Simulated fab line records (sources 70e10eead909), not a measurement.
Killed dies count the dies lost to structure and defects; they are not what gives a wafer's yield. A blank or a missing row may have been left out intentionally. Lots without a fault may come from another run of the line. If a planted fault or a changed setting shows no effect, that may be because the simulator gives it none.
Chamber matching + flow nandHarc + rieSi-05 running NHARC_THIN_TSV_ETCH_15: 4 sister chambers
The step target depth 3000 nm, bosch target overetch cycles 2, bosch etch step 2.8 s. 8 wafers are shown with their chamber, then 9 later ones without.

WAFERS, EACH WITH ITS CHAMBER
| wafer  | chamber | drypumpMotorCurrentA (A) |
|--------|---------|--------------------------|
| L078.5 | 3       | 6.0                      |
| L081.1 | 0       | 6.2                      |
| L081.3 | 1       | 4.6                      |
| L083.3 | 1       | 4.6                      |
| L083.6 | 2       | 5.5                      |
| L084.1 | 0       | 6.1                      |
| L084.5 | 2       | 5.5                      |
| L084.6 | 3       | 6.0                      |

WAFERS WITH NO CHAMBER GIVEN
| wafer  | drypumpMotorCurrentA (A) |
|--------|--------------------------|
| L087.3 | 4.6                      |
| L087.4 | 6.2                      |
| L087.5 | 6.0                      |
| L090.1 | 6.0                      |
| L090.2 | 5.5                      |
| L090.6 | 6.0                      |
| L096.2 | 5.5                      |
| L096.5 | 5.5                      |
| L096.6 | 4.6                      |

WHICH CHAMBER EACH WENT THROUGH
| wafer  | from the rows above | in truth |
|--------|---------------------|----------|
| L087.3 | 1                   | 1        |
| L087.4 | 0                   | 0        |
| L087.5 | 3                   | 3        |
| L090.1 | 3                   | 3        |
| L090.2 | 2                   | 2        |
| L090.6 | 3                   | 3        |
| L096.2 | 2                   | 2        |
| L096.5 | 2                   | 2        |
| L096.6 | 1                   | 1        |
Placed correctly: 9 of 9. Left unplaced by these rows: 0. Wrongly placed: 0.
How it was worked out, from the rows above alone: a wafer's distance from a chamber is the root of the sum, over the readings, of the square of ((its reading less the chamber's mean) divided by the reading's scatter). The wafer belongs to the nearest chamber; if the next one is less than 2 further off, it can't be placed. The mean given for a chamber averages the wafers shown for that chamber. The scatter: take each reading less its chamber's mean, square it, sum over the shown wafers, divide by the number of wafers less the number of chambers, and take the root.
